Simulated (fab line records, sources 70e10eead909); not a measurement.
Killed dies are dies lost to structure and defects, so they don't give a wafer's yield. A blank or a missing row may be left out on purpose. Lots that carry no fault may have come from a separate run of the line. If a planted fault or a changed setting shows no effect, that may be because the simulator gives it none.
Matching of chambers || flow nand-harc || NHARC_P_GATE_ETCH_32 on rie-si-04 has 4 sister chambers
The step etches the open film in HBr/Cl2, target depth 150 nm, time 100.1 s. 4 wafers are shown with their chamber, then 7 later ones without.

## WAFERS PAIRED WITH THEIR CHAMBERS
{"wafer": "L085.3", "chamber": 3, "oes-product-au (a.u.)": 1.007}
{"wafer": "L085.4", "chamber": 2, "oes-product-au (a.u.)": 0.996}
{"wafer": "L090.1", "chamber": 0, "oes-product-au (a.u.)": 1.003}
{"wafer": "L090.5", "chamber": 1, "oes-product-au (a.u.)": 0.997}

## WAFERS WHOSE CHAMBER IS MISSING
{"wafer": "L090.6", "oes-product-au (a.u.)": 1.004}
{"wafer": "L095.1", "oes-product-au (a.u.)": 1.018}
{"wafer": "L095.2", "oes-product-au (a.u.)": 1.014}
{"wafer": "L095.4", "oes-product-au (a.u.)": 0.991}
{"wafer": "L097.3", "oes-product-au (a.u.)": 1.010}
{"wafer": "L097.5", "oes-product-au (a.u.)": 1.014}
{"wafer": "L097.6", "oes-product-au (a.u.)": 1.007}

## WHICH CHAMBER EACH ONE RAN IN
{"wafer": "L090.6", "from the rows above": "can't be placed: 0 or 3 or 1 or 2", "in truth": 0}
{"wafer": "L095.1", "from the rows above": "can't be placed: 3 or 0 or 1 or 2", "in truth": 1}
{"wafer": "L095.2", "from the rows above": "can't be placed: 3 or 0 or 1 or 2", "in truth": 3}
{"wafer": "L095.4", "from the rows above": "can't be placed: 2 or 1 or 0 or 3", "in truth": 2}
{"wafer": "L097.3", "from the rows above": "can't be placed: 3 or 0 or 1 or 2", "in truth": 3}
{"wafer": "L097.5", "from the rows above": "can't be placed: 3 or 0 or 1 or 2", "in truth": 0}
{"wafer": "L097.6", "from the rows above": "can't be placed: 3 or 0 or 1 or 2", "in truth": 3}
Placed correctly: 0 of 7. Can't be placed from these rows: 7 (the true chamber is among the candidates in 7). 0 placed wrongly.
How it was worked out, from the rows above alone: a wafer's distance from a chamber is the root of the sum, over the readings, of the square of ((its reading less the chamber's mean) divided by the reading's scatter). If the next closest chamber is less than 2 further off than the closest, the wafer can't be placed; otherwise it belongs to the closest. For every chamber, the mean is computed from those of its wafers that are shown. The scatter: root of mean squared gap, hidden wafer to nearest shown wafer, with one shown wafer a chamber.
